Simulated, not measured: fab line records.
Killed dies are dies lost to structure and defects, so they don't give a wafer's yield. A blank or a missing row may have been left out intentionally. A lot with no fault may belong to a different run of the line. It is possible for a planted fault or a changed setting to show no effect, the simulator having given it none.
fab line records ; flow nand-harc
record: lots: 11; wafers: 33; last-day: 25
route steps=1159 shown P_STI@72 P_GATE@132 END@1159
lots untouched by any fault: they come from a run of this same line in which no faults occurred
start-h: the number of hours between the record's first day and the start of the first shown wafer of the lot ; wait-h: time in hours since the lot's previous step ; " as in the row above ; L1.1+2: one row covering several wafers at once ; - no value, or no start given ; * or withheld: withheld ; < > ~ a bound
route shown NAME@n: NAME is a module with steps in the file, n the number in the route of the first one ; usual: mean/standard deviation of fault-free wafers ; same: alike in all rows ; chamber/n: place in a boat ; sites: readings site by site ; _std_site: standard deviation across them ; _edge_site: mean of outer sites minus mean of inner sites ; radius-mm: for every site, how far away it sits from the centre of the wafer ; mask NAME#n: copy n ; behind: the most recent tool/chamber to have shaped the wafer ; hold: the reason the lot was held/the length of the hold in hours/how it ended ; device: which transistor (n, p or np) failed to switch ; end of line: tests of these same wafers at the route's end ; a step given without rows: its recipe and nothing more ; killed: dies that structure and defects cost at the first sort, which is not the same as the wafer's yield ; map: a wafer's dies, x killed, . not, _ none there
set.NAME: the setting the step ran with; set.NAME@STEP: the setting that earlier step ran with ; model.NAME: the simulator's own value behind a step, which no gauge read
the route's steps for a sample of lots (tables are steps, rows are wafers)
services: when a tool's chamber went out of use (start-h, in hours from the record's first day, below 0 if earlier), for how many hours, and the reason
== steps ==
step: NHARC_P_STI_OXIDE_29
recipe: target-thk-a: 100; temp-c: 900; ox-time-s: 1362; material: SiO2
usual: spike-tc-lower-C: 899.9/1; spike-tc-top-C: 910.0/2
lot.wafer;tool;chamber;start-h;wait-h;spike-tc-lower-C;spike-tc-top-C
L180.2;furnace-04;0;42.31;-;899.4;911.9
L180.4;furnace-04;0;42.31;-;899.6;913.2
L180.5;furnace-04;0;42.31;-;897.6;912.8
L181.2;furnace-01;0;48.56;-;900.6;907.8
L181.4;furnace-01;0;48.56;-;901.5;909.0
L181.5;furnace-01;0;48.56;-;901.8;906.9
L182.1;furnace-07;0;55.05;-;899.1;909.2
L182.2;furnace-07;0;55.05;-;900.2;912.5
L182.6;furnace-07;0;55.05;-;899.2;910.5
L185.2;furnace-07;0;72.58;-;898.7;909.7
L185.4;furnace-07;0;72.58;-;898.0;910.7
L185.5;furnace-07;0;72.58;-;899.9;910.8
L186.1;furnace-07;0;80.69;-;900.7;909.8
L186.4;furnace-07;0;80.69;-;899.6;912.6
L186.6;furnace-07;0;80.69;-;900.5;912.7
L187.1;furnace-07;0;80.69;-;899.9;911.2
L187.2;furnace-07;0;80.69;-;898.3;913.0
L187.5;furnace-07;0;80.69;-;899.1;910.9
L189.1;furnace-07;0;92.34;-;901.5;910.0
L189.2;furnace-07;0;92.34;-;899.9;911.3
L189.4;furnace-07;0;92.34;-;899.3;912.8
L191.1;furnace-04;0;107.50;-;899.0;912.5
L191.3;furnace-04;0;107.50;-;902.5;910.5
L191.4;furnace-04;0;107.50;-;900.9;911.8
L197.1;furnace-04;0;144.89;-;897.7;912.1
L197.2;furnace-04;0;144.89;-;899.8;913.0
L197.5;furnace-04;0;144.89;-;899.7;910.6
L198.2;furnace-04;0;149.45;-;899.4;910.9
L198.4;furnace-04;0;149.45;-;900.4;911.4
L198.6;furnace-04;0;149.45;-;900.7;911.3
L200.2;furnace-01;0;164.45;-;900.4;906.6
L200.4;furnace-01;0;164.45;-;900.1;906.6
L200.6;furnace-01;0;164.45;-;900.2;908.7
step: NHARC_P_STI_OCD_MEAS_43
usual: trench-depth-nm: 301/4.3; trench-foot-cd-nm: 158.6/2.4
lot.wafer;tool;chamber;start-h;wait-h;trench-depth-nm;trench-foot-cd-nm
L180.2;ocd-02;-;55.03;-;310;157.7
L180.4;ocd-02;-;55.03;-;305;159.5
L180.5;ocd-02;-;55.03;-;301;159.0
L181.2;ocd-01;-;61.29;-;300;162.3
L181.4;ocd-01;-;61.29;-;294;159.8
L181.5;ocd-01;-;61.29;-;298;159.0
L182.1;ocd-01;-;77.32;-;299;155.4
L182.2;ocd-01;-;77.32;-;302;161.8
L182.6;ocd-01;-;77.32;-;297;157.0
L185.2;ocd-02;-;85.33;-;295;156.7
L185.4;ocd-02;-;85.33;-;298;161.0
L185.5;ocd-02;-;85.33;-;294;157.3
L187.1;ocd-01;-;93.43;-;297;160.6
L187.2;ocd-01;-;93.43;-;296;164.0
L187.5;ocd-01;-;93.43;-;295;161.5
L186.1;ocd-02;-;93.57;-;297;161.4
L186.4;ocd-02;-;93.57;-;294;161.9
L186.6;ocd-02;-;93.57;-;300;160.5
L189.1;ocd-02;-;105.12;-;303;160.6
L189.2;ocd-02;-;105.12;-;302;155.9
L189.4;ocd-02;-;105.12;-;301;158.6
L191.1;ocd-01;-;120.03;-;297;161.6
L191.3;ocd-01;-;120.03;-;296;158.6
L191.4;ocd-01;-;120.03;-;298;157.7
L197.1;ocd-01;-;157.57;-;294;159.4
L197.2;ocd-01;-;157.57;-;302;157.6
L197.5;ocd-01;-;157.57;-;302;159.3
L198.2;ocd-01;-;162.00;-;304;161.3
L198.4;ocd-01;-;162.00;-;304;156.8
L198.6;ocd-01;-;162.00;-;305;159.2
L200.2;ocd-02;-;177.29;-;308;157.3
L200.4;ocd-02;-;177.29;-;307;159.6
L200.6;ocd-02;-;177.29;-;311;158.1
step: NHARC_P_GATE_DEP_103
recipe: target-thk-a: 300; target-thk-nm: 30; temp-c: 400; flow-sccm: 200; rf-w: 350; material: SiON
usual: heater-power-w: 740/100; susceptor-temp-C: 399.99/0.23
lot.wafer;tool;chamber;start-h;wait-h;heater-power-w;susceptor-temp-C
L180.2;pecvd-02;1;106.83;0.4;936;400.16
L180.4;pecvd-02;1;106.83;0.4;944;399.85
L180.5;pecvd-02;0;106.83;0.4;831;400.04
L181.2;pecvd-02;2;118.02;0.5;533;399.93
L181.5;pecvd-02;0;118.02;0.5;821;400.47
L181.4;pecvd-02;2;118.02;0.5;539;400.13
L182.2;pecvd-02;0;129.87;0.5;723;400.19
L182.1;pecvd-02;1;129.87;0.5;912;399.94
L182.6;pecvd-02;1;129.87;0.5;921;399.98
L185.2;pecvd-03;1;137.94;0.5;634;400.19
L185.4;pecvd-03;1;137.94;0.5;632;399.87
L185.5;pecvd-03;2;137.94;0.5;611;399.93
L186.1;pecvd-02;0;142.47;0.6;714;399.99
L186.6;pecvd-02;0;142.47;0.6;707;400.04
L186.4;pecvd-02;2;142.47;0.6;629;399.80
L187.1;pecvd-03;2;142.63;0.6;702;400.02
L187.2;pecvd-03;0;142.63;0.6;851;400.09
L187.5;pecvd-03;1;142.63;0.6;740;399.84
L191.3;pecvd-03;1;165.17;0.4;655;400.09
L191.1;pecvd-03;2;165.17;0.4;691;399.86
L191.4;pecvd-03;2;165.17;0.4;681;399.90
L189.2;pecvd-03;1;165.71;0.4;751;399.58
L189.1;pecvd-03;2;165.71;0.4;671;399.94
L189.4;pecvd-03;0;165.71;0.4;779;400.05
L198.2;pecvd-03;1;210.36;0.5;642;400.75
L198.4;pecvd-03;0;210.36;0.5;902;399.71
L198.6;pecvd-03;2;210.36;0.5;704;400.10
L197.1;pecvd-03;1;210.51;0.7;756;399.92
L197.2;pecvd-03;0;210.51;0.7;905;400.14
L197.5;pecvd-03;1;210.51;0.7;759;399.86
L200.2;pecvd-04;1;228.66;0.5;831;399.41
L200.4;pecvd-04;0;228.66;0.5;645;400.33
L200.6;pecvd-04;1;228.66;0.5;876;399.52
step: NHARC_P_GATE_DESCUM_31
recipe: time-s: 3; o2-flow-sccm: 200; ar-flow-sccm: 0; bias-power-w: 0; chemistry: O2
usual: chamber-pressure-mTorr: 59.99/0.048; drypump-motor-current-A: 5.7/0.4; oes-product-au: 1.001/0.011; rf-vpp-V: 57.7/0.82; showerhead-plenum-p-Torr: 1.91/0.058; throttle-valve-pct: 11.311/0.0089
lot.wafer;tool;chamber;start-h;wait-h;hold;chamber-pressure-mTorr;drypump-motor-current-A;oes-product-au;rf-hours-counter-h;rf-vpp-V;showerhead-plenum-p-Torr;throttle-valve-pct
L180.2;rie-diel-11;0;107.57;0.1;-;59.98;6.0;1.014;16;58.4;1.92;11.314
L180.4;rie-diel-11;2;107.57;0.1;-;60.03;5.3;1.014;17;57.5;2.00;11.303
L180.5;rie-diel-11;0;107.57;0.1;-;59.99;6.0;0.994;-;59.7;1.92;11.304
L181.4;rie-diel-11;3;118.83;0.1;-;60.08;6.0;1.008;20;57.2;1.88;11.301
L181.2;rie-diel-11;0;118.83;0.1;-;60.00;6.0;1.000;18;58.3;1.92;11.321
L181.5;rie-diel-11;3;118.83;0.1;-;60.06;5.9;1.015;-;57.2;1.88;11.298
L182.1;rie-diel-13;1;130.86;0.1;-;60.06;5.2;1.004;6;57.2;1.89;11.311
L182.2;rie-diel-13;3;130.86;0.1;-;60.03;5.6;1.030;8;57.1;1.89;11.307
L182.6;rie-diel-13;2;130.86;0.1;-;59.99;5.7;1.011;-;56.5;2.00;11.315
L185.4;rie-diel-11;2;138.67;0.1;-;60.00;5.3;1.001;25;58.1;2.00;11.304
L185.2;rie-diel-11;0;138.67;0.1;-;59.98;6.0;0.993;23;58.8;1.92;11.320
L185.5;rie-diel-11;3;138.67;0.1;-;59.99;6.0;1.007;-;57.8;1.88;11.290
L186.1;rie-diel-13;0;143.34;0.1;-;59.97;5.5;0.994;13;57.2;1.84;11.310
L186.4;rie-diel-13;1;143.34;0.1;-;59.97;5.2;0.995;11;57.6;1.89;11.333
L186.6;rie-diel-13;3;143.34;0.1;-;59.98;5.6;1.016;-;59.2;1.88;11.309
L187.2;rie-diel-11;3;143.50;0.1;-;59.97;6.0;0.998;26;58.0;1.88;11.308
L187.1;rie-diel-11;0;143.50;0.1;-;59.96;6.0;1.002;23;58.3;1.92;11.309
L187.5;rie-diel-11;2;143.50;0.1;-;59.97;5.3;0.994;-;57.8;2.00;11.317
L191.4;rie-diel-13;0;165.89;0.1;-;60.02;5.5;1.003;22;57.2;1.84;11.313
L191.3;rie-diel-13;2;165.89;0.1;-;60.00;5.6;1.003;20;57.5;2.00;11.318
L191.1;rie-diel-13;3;165.89;0.1;-;59.88;5.6;1.010;21;57.1;1.88;11.311
L189.1;rie-diel-08;1;166.58;0.1;-;59.99;6.2;1.003;15;57.0;1.82;11.310
L189.2;rie-diel-08;2;166.58;0.1;-;60.04;5.5;1.001;13;58.7;1.96;11.306
L189.4;rie-diel-08;3;166.58;0.1;-;60.05;5.8;1.005;16;56.1;1.90;11.312
L198.2;rie-diel-11;2;213.79;2.5;await-dispo/2.4h/release;59.99;5.3;1.001;3;58.3;2.00;11.300
L198.4;rie-diel-11;3;213.79;2.5;await-dispo/2.4h/release;59.99;6.0;1.003;3;57.7;1.88;11.323
L198.6;rie-diel-11;1;213.79;2.5;await-dispo/2.4h/release;60.03;6.6;0.979;-;57.4;1.93;11.304
L197.1;rie-diel-08;1;213.91;2.4;await-dispo/2.3h/release;59.92;6.2;1.009;33;57.8;1.81;11.309
L197.2;rie-diel-08;3;213.91;2.4;await-dispo/2.3h/release;60.00;5.8;0.989;33;56.1;1.89;11.305
L197.5;rie-diel-08;3;213.91;2.4;await-dispo/2.3h/release;59.15;5.8;0.985;-;58.0;1.89;11.302
L200.2;rie-diel-13;1;229.49;0.1;-;59.96;5.2;1.014;42;58.4;1.88;11.313
L200.4;rie-diel-13;2;229.49;0.1;-;60.01;5.6;1.004;-;58.2;1.99;11.312
L200.6;rie-diel-13;3;229.49;0.1;-;60.00;5.6;1.010;-;58.0;1.87;11.315
step: NHARC_P_GATE_HM_OPEN_105
recipe: target-depth-a: 3600; o2-flow-sccm: 400; cos-flow-sccm: 20; ar-flow-sccm: 0; rf-w: 500; bias-w: 300; chemistry: O2/COS
usual: chamber-pressure-mTorr: 19.998/0.019; drypump-motor-current-A: 5.7/0.42; oes-product-au: 0.999/0.011; rf-vpp-V: 467.1/2.1; showerhead-plenum-p-Torr: 3.11/0.091; throttle-valve-pct: 28.330/0.0093
lot.wafer;tool;chamber;start-h;wait-h;chamber-pressure-mTorr;drypump-motor-current-A;oes-product-au;rf-hours-counter-h;rf-vpp-V;showerhead-plenum-p-Torr;throttle-valve-pct
L180.2;rie-diel-11;1;-;-;20.005;6.6;0.985;16;467.0;3.16;28.347
L180.4;rie-diel-11;0;-;-;20.004;6.0;0.998;16;468.2;3.14;28.336
L180.5;rie-diel-11;2;-;-;20.000;5.3;1.002;-;470.6;3.26;28.325
L181.2;rie-diel-11;2;-;-;19.986;5.3;0.992;20;470.6;3.26;28.335
L181.4;rie-diel-11;3;-;-;19.991;6.0;1.010;21;465.7;3.07;28.301
L181.5;rie-diel-11;2;-;-;19.982;5.3;1.008;-;468.4;3.26;28.327
L182.1;rie-diel-13;3;-;-;20.017;5.6;1.025;8;465.9;3.08;28.333
L182.2;rie-diel-13;0;-;-;19.974;5.4;0.998;8;465.5;3.01;28.337
L182.6;rie-diel-13;3;-;-;19.949;5.7;1.030;-;465.5;3.08;28.323
L185.2;rie-diel-11;1;-;-;20.008;6.6;0.985;23;467.8;3.16;28.325
L185.4;rie-diel-11;3;-;-;19.978;6.0;1.010;25;465.5;3.07;28.326
L185.5;rie-diel-11;2;-;-;19.985;5.3;0.996;-;469.6;3.26;28.346
L186.1;rie-diel-13;2;-;-;20.008;5.6;1.008;13;468.9;3.26;28.313
L186.4;rie-diel-13;3;-;-;20.012;5.6;1.005;13;466.4;3.08;28.333
L186.6;rie-diel-13;1;-;-;19.987;5.2;0.991;-;465.0;3.08;28.315
L187.2;rie-diel-11;1;-;-;19.972;6.6;0.984;24;468.1;3.16;28.324
L187.1;rie-diel-11;0;-;-;20.025;6.0;0.987;23;467.4;3.14;28.320
L187.5;rie-diel-11;2;-;-;19.992;5.3;1.008;-;470.3;3.26;28.338
L191.1;rie-diel-13;1;-;-;20.001;5.2;1.002;20;468.2;3.08;28.330
L191.3;rie-diel-13;2;-;-;19.978;5.6;0.988;21;469.5;3.26;28.327
L191.4;rie-diel-13;3;-;-;19.994;5.6;1.009;21;466.7;3.07;28.309
L189.2;rie-diel-08;0;-;-;20.013;6.2;1.003;16;467.5;3.17;28.319
L189.1;rie-diel-08;2;-;-;19.997;5.6;1.003;13;468.3;3.19;28.332
L189.4;rie-diel-08;3;-;-;20.006;5.8;0.998;16;466.5;3.10;28.339
L198.2;rie-diel-11;0;-;-;20.023;6.0;0.997;3;466.6;3.13;28.335
L198.4;rie-diel-11;2;-;-;19.989;5.3;0.996;3;469.6;3.25;28.336
L198.6;rie-diel-11;0;-;-;20.032;6.0;1.014;-;468.4;3.13;28.315
L197.1;rie-diel-08;0;-;-;20.014;6.3;0.982;34;469.9;3.16;28.333
L197.2;rie-diel-08;3;-;-;19.997;5.8;0.991;33;465.8;3.09;28.338
L197.5;rie-diel-08;3;-;-;19.998;5.8;0.984;-;465.7;3.09;28.348
L200.2;rie-diel-13;1;-;-;20.002;5.2;0.997;42;466.0;3.07;28.335
L200.6;rie-diel-13;2;-;-;20.003;5.6;1.002;-;469.7;3.24;28.343
L200.4;rie-diel-13;3;-;-;20.007;5.6;1.015;-;465.2;3.06;28.337
step: NHARC_END_SORT_01
recipe: temp-c: 25
usual: killed-at-array: 26/10; killed-at-other: 0.8/1.1; killed-at-periphery: 3.3/2.6; killed-dies: 30/11; killed-open: 3.4/1.8; killed-short: 2.0/1.3
same: gross-dies: 677
lot.wafer;tool;chamber;start-h;wait-h;killed-at-array;killed-at-other;killed-at-periphery;killed-dies;killed-open;killed-short
L180.2;prober-02;0;457.61;2.8;21;1;4;26;2;4
L180.4;prober-02;0;459.23;3.4;25;0;3;28;6;1
L180.5;prober-02;0;460.04;3.7;23;0;2;25;4;3
L181.2;prober-02;0;465.56;2.8;17;1;1;19;1;1
L181.4;prober-02;0;467.18;3.4;10;0;4;14;0;3
L181.5;prober-02;0;467.98;3.7;19;0;4;23;5;3
L185.2;prober-02;0;490.33;2.8;21;0;5;26;7;1
L185.4;prober-02;0;491.94;3.4;19;0;4;23;3;2
L185.5;prober-02;0;492.75;3.7;22;0;3;25;4;2
L189.1;prober-01;0;498.99;2.5;15;0;1;16;6;0
L189.2;prober-01;0;499.78;2.8;9;0;1;10;4;0
L189.4;prober-01;0;501.37;3.4;15;0;5;20;6;3
L187.1;prober-01;0;506.81;2.5;28;0;3;31;4;3
L187.2;prober-01;0;507.61;2.8;32;0;3;35;3;3
L187.5;prober-01;0;509.99;3.7;42;1;1;44;5;3
L191.1;prober-02;0;506.84;2.5;31;0;1;32;3;0
L191.3;prober-02;0;508.45;3.1;28;0;0;28;4;3
L191.4;prober-02;0;509.25;3.4;34;1;1;36;5;1
L197.1;prober-02;0;579.90;2.5;18;0;12;30;3;1
L197.2;prober-02;0;580.69;2.8;23;0;11;34;3;1
L197.5;prober-02;0;583.05;3.6;23;0;9;32;3;3
L198.2;prober-02;0;586.23;2.8;32;0;15;47;2;2
L198.4;prober-02;0;587.82;3.4;29;1;10;40;7;1
L198.6;prober-02;0;589.40;4.0;39;0;11;50;1;2
L200.2;prober-02;0;593.53;2.8;36;1;3;40;1;2
L200.4;prober-02;0;595.11;3.4;43;1;2;46;2;0
L200.6;prober-02;0;596.69;4.0;40;0;7;47;2;2
killed by level:class
L180.2 A_CHANNEL_HOLE_D1:chamber-film-flake=8 P_ZERO_WELL:chamber-film-flake=4 A_CONTACT:chamber-film-flake=4 A_STAIRCASE:chamber-film-flake=3 A_M0:geometric-particle:short=2 A_ONON_D1:geometric-particle:short=1 A_CHANNEL_HOLE_D1:geometric-particle:open=1 A_WL_FILL:geometric-particle:short=1
L180.4 A_CHANNEL_HOLE_D1:chamber-film-flake=11 A_STAIRCASE:chamber-film-flake=5 A_CONTACT:chamber-film-flake=3 A_CONTACT:geometric-particle:open=2 P_GATE:geometric-particle:open=1 P_CONTACT:geometric-particle:open=1 A_SOURCE_PLATE:geometric-particle:short=1 A_WL_FILL:geometric-particle:open=1
L180.5 A_CHANNEL_HOLE_D1:chamber-film-flake=6 A_STAIRCASE:chamber-film-flake=5 A_CONTACT:chamber-film-flake=5 A_SGD_CUT:geometric-particle:open=2 P_M1:geometric-particle:open=1 A_ONON_D1:geometric-particle:short=1 A_STAIRCASE:geometric-particle:short=1 A_CONTACT:geometric-particle:open=1
L181.2 A_STAIRCASE:chamber-film-flake=8 A_CHANNEL_HOLE_D1:chamber-film-flake=3 A_SLIT:chamber-film-flake=3 A_CHANNEL_FILL_D1:geometric-particle:open=1 P_M1:chamber-film-flake=1 STARTING-WAFER:geometric-particle:short=1 A_CONTACT:chamber-film-flake=1 A_M0:chamber-film-flake=1
L181.4 P_ZERO_WELL:chamber-film-flake=3 A_ONON_D1:geometric-particle:short=2 A_STAIRCASE:chamber-film-flake=2 A_SLIT:chamber-film-flake=2 A_CHANNEL_FILL_D1:geometric-particle:short=1 P_M1:chamber-film-flake=1 A_CHANNEL_HOLE_D1:chamber-film-flake=1 A_WL_FILL:chamber-film-flake=1
L181.5 A_STAIRCASE:chamber-film-flake=8 A_SLIT:chamber-film-flake=3 P_M1:chamber-film-flake=2 A_CHANNEL_HOLE_D1:chamber-film-flake=2 P_M0:geometric-particle:open=1 P_M2:geometric-particle:open=1 A_ONON_D1:geometric-particle:open=1 A_CHANNEL_HOLE_D1:geometric-particle:short=1
L185.2 A_STAIRCASE:chamber-film-flake=8 A_CHANNEL_HOLE_D1:chamber-film-flake=5 A_CONTACT:chamber-film-flake=3 P_CONTACT:geometric-particle:open=2 P_GATE:geometric-particle:open=1 P_M0:geometric-particle:open=1 A_CHANNEL_HOLE_D1:geometric-particle:short=1 A_CONTACT:geometric-particle:open=1
L185.4 A_STAIRCASE:chamber-film-flake=5 P_ZERO_WELL:chamber-film-flake=3 A_CHANNEL_HOLE_D1:chamber-film-flake=3 A_CONTACT:geometric-particle:open=2 A_SLIT:chamber-film-flake=2 A_CONTACT:chamber-film-flake=2 P_CONTACT:geometric-particle:short=1 A_WL_FILL:geometric-particle:open=1
L185.5 A_STAIRCASE:chamber-film-flake=6 A_CHANNEL_HOLE_D1:chamber-film-flake=3 A_CONTACT:chamber-film-flake=3 A_WL_FILL:geometric-particle:open=2 P_ZERO_WELL:chamber-film-flake=2 A_ZERO_WELL:chamber-film-flake=2 P_CONTACT:geometric-particle:open=1 A_SGD_CUT:geometric-particle:short=1
L189.1 A_CHANNEL_HOLE_D1:chamber-film-flake=7 A_CHANNEL_FILL_D1:geometric-particle:open=2 A_ONON_D1:geometric-particle:open=1 A_CHANNEL_HOLE_D1:geometric-particle:open=1 A_WL_FILL:geometric-particle:open=1 A_CONTACT:geometric-particle:open=1 P_ZERO_WELL:chamber-film-flake=1 A_ZERO_WELL:chamber-film-flake=1
L189.2 A_CHANNEL_HOLE_D1:chamber-film-flake=4 A_CONTACT:geometric-particle:open=3 A_M0:geometric-particle:open=1 P_ZERO_WELL:chamber-film-flake=1 A_CONTACT:chamber-film-flake=1
L189.4 A_CHANNEL_HOLE_D1:chamber-film-flake=6 A_CONTACT:chamber-film-flake=4 P_CONTACT:geometric-particle:open=2 P_CONTACT:geometric-particle:short=1 P_M1:geometric-particle:open=1 A_CHANNEL_HOLE_D1:geometric-particle:short=1 A_CHANNEL_HOLE_D1:geometric-particle:open=1 A_CONTACT:geometric-particle:open=1
L187.1 A_SLIT:chamber-film-flake=12 A_CHANNEL_HOLE_D1:chamber-film-flake=5 A_STAIRCASE:chamber-film-flake=4 P_GATE:geometric-particle:open=2 A_ONON_D1:geometric-particle:short=2 A_CONTACT:chamber-film-flake=2 A_ONON_D1:geometric-particle:open=1 A_CHANNEL_FILL_D1:geometric-particle:open=1
L191.1 A_SLIT:chamber-film-flake=18 A_CHANNEL_HOLE_D1:chamber-film-flake=9 P_M0:geometric-particle:open=1 A_CHANNEL_FILL_D1:geometric-particle:open=1 A_CONTACT:geometric-particle:open=1 A_STAIRCASE:chamber-film-flake=1 A_CONTACT:chamber-film-flake=1
L187.2 A_CHANNEL_HOLE_D1:chamber-film-flake=13 A_STAIRCASE:chamber-film-flake=9 A_SLIT:chamber-film-flake=6 P_GATE:geometric-particle:open=1 P_CONTACT:geometric-particle:short=1 A_CHANNEL_HOLE_D1:geometric-particle:short=1 A_CHANNEL_FILL_D1:geometric-particle:open=1 A_STAIRCASE:geometric-particle:short=1
L191.3 A_SLIT:chamber-film-flake=12 A_CHANNEL_HOLE_D1:chamber-film-flake=9 A_M1:geometric-particle:open=2 A_SOURCE_PLATE:geometric-particle:short=1 A_CHANNEL_FILL_D1:geometric-particle:open=1 A_WL_FILL:geometric-particle:short=1 A_CONTACT:geometric-particle:open=1 A_M0:geometric-particle:short=1
L191.4 A_CHANNEL_HOLE_D1:chamber-film-flake=15 A_SLIT:chamber-film-flake=10 A_CHANNEL_FILL_D1:geometric-particle:open=3 A_WL_FILL:chamber-film-flake=2 A_CONTACT:chamber-film-flake=2 P_GATE:geometric-particle:short=1 A_CONTACT:geometric-particle:open=1 STARTING-WAFER:geometric-particle:open=1
L187.5 A_SLIT:chamber-film-flake=17 A_CHANNEL_HOLE_D1:chamber-film-flake=10 A_STAIRCASE:chamber-film-flake=4 A_CONTACT:chamber-film-flake=3 A_WL_FILL:geometric-particle:short=2 A_CONTACT:geometric-particle:open=2 A_ONON_D1:geometric-particle:short=1 A_CHANNEL_FILL_D1:geometric-particle:open=1
L197.1 A_CONTACT:chamber-film-flake=5 P_STI:unspecified=4 A_CHANNEL_HOLE_D1:chamber-film-flake=4 P_STI:chamber-film-flake=3 A_BONDPAD:chamber-film-flake=3 P_GATE:chamber-film-flake=2 P_M0:chamber-film-flake=2 P_CONTACT:geometric-particle:open=1
L197.2 A_CHANNEL_HOLE_D1:chamber-film-flake=10 P_STI:unspecified=8 A_CONTACT:chamber-film-flake=3 P_GATE:chamber-film-flake=2 A_ZERO_WELL:chamber-film-flake=2 A_SOURCE_PLATE:geometric-particle:open=1 A_ONON_D1:geometric-particle:open=1 A_ONON_D1:geometric-particle:short=1
L197.5 A_CHANNEL_HOLE_D1:chamber-film-flake=9 P_STI:unspecified=7 A_CONTACT:chamber-film-flake=6 A_WL_FILL:geometric-particle:short=2 P_M0:geometric-particle:open=1 A_CHANNEL_FILL_D1:geometric-particle:open=1 A_CONTACT:geometric-particle:short=1 A_BLC:geometric-particle:open=1
L198.2 A_SLIT:chamber-film-flake=14 A_CHANNEL_HOLE_D1:chamber-film-flake=10 P_STI:unspecified=9 P_STI:chamber-film-flake=5 A_CONTACT:chamber-film-flake=4 P_M0:geometric-particle:short=1 A_SOURCE_PLATE:geometric-particle:open=1 A_CONTACT:geometric-particle:short=1
L198.4 A_SLIT:chamber-film-flake=15 P_STI:unspecified=6 A_CHANNEL_HOLE_D1:chamber-film-flake=6 A_CONTACT:geometric-particle:open=2 A_M0:geometric-particle:open=2 P_STI:chamber-film-flake=2 P_STI:geometric-particle:open=1 A_SOURCE_PLATE:geometric-particle:short=1
L198.6 A_SLIT:chamber-film-flake=18 A_CHANNEL_HOLE_D1:chamber-film-flake=17 P_STI:unspecified=7 P_STI:chamber-film-flake=3 A_STAIRCASE:chamber-film-flake=2 P_CONTACT:geometric-particle:short=1 A_STAIRCASE:geometric-particle:open=1 A_CONTACT:geometric-particle:short=1
L200.2 A_SLIT:chamber-film-flake=23 A_CHANNEL_HOLE_D1:chamber-film-flake=7 A_CONTACT:chamber-film-flake=3 P_GATE:geometric-particle:open=1 A_CHANNEL_FILL_D1:geometric-particle:short=1 A_SGD_CUT:geometric-particle:short=1 P_STI:chamber-film-flake=1 P_BONDPAD:chamber-film-flake=1
L200.4 A_SLIT:chamber-film-flake=23 A_CHANNEL_HOLE_D1:chamber-film-flake=12 A_CONTACT:chamber-film-flake=6 P_CONTACT:geometric-particle:open=1 P_M1:geometric-particle:open=1 A_STAIRCASE:chamber-film-flake=1 A_WL_FILL:chamber-film-flake=1 THIN_TSV:chamber-film-flake=1
L200.6 A_SLIT:chamber-film-flake=21 A_CHANNEL_HOLE_D1:chamber-film-flake=7 A_CONTACT:chamber-film-flake=6 A_STAIRCASE:chamber-film-flake=3 P_STI:geometric-particle:open=1 P_GATE:geometric-particle:short=1 A_ONON_D1:geometric-particle:open=1 A_STAIRCASE:geometric-particle:short=1
== services ==
tool;chamber;start-h;hours;kind
rie-diel-11;0;21.63;-;clean
rie-diel-11;1;21.63;-;clean
rie-diel-11;2;21.63;-;clean
rie-diel-11;3;21.63;-;clean
rie-diel-11;1;36.47;1.3;repair
pecvd-04;0;45.05;3.8;repair
rie-diel-11;0;46.13;-;clean
rie-diel-11;1;46.13;-;clean
rie-diel-11;2;46.13;-;clean
rie-diel-11;3;46.13;-;clean
rie-diel-08;2;47.21;2.6;repair
rie-diel-08;2;90.43;7.5;repair
pecvd-02;-;91.90;0.8;repair
rie-diel-13;-;99.66;9.0;pm
pecvd-03;-;111.00;13.0;pm
rie-diel-08;1;115.20;2.9;repair
rie-diel-08;-;124.84;9.0;pm
rie-diel-08;2;140.56;4.7;repair
pecvd-02;-;153.20;13.0;pm
pecvd-02;0;186.82;3.2;repair
rie-diel-11;-;189.63;9.0;pm
pecvd-04;-;195.12;13.0;pm
rie-diel-08;2;201.15;132.0;repair
rie-diel-13;0;229.30;3.6;repair
== key ==
first-sign: step: NHARC_END_SORT_01; reading: killed-at-periphery; direction: up; sigmas: 3.1; usual: 3.3; struck: 11.3; wafers-moved: 5
effect none on later readings
met-at NHARC_P_STI_OXIDE_29
struck-lots L197,L198
struck-wafers L197.1,L197.2,L197.5,L198.2,L198.4,L198.6
tester-left-out L197,L198
not-acting-at NHARC_P_STI_OCD_MEAS_43,NHARC_P_GATE_DEP_103,NHARC_P_GATE_HM_OPEN_105
onset-between 107.50 144.89
fault: kind: chamber-particle-source; tool: furnace-04; chamber: 0; onset-h: 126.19; steps: NHARC_P_STI_OXIDE_29; rate-per-visit-cm2: 0.0092595; end-h: 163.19
tester-left-out: of these lots the tester's yield and bins aren't shown, on N5 and GAA mostly nor the transistor test; their killed dies are dies lost to structure and defects alone, not to doping, threshold or leakage, so they don't give the yield
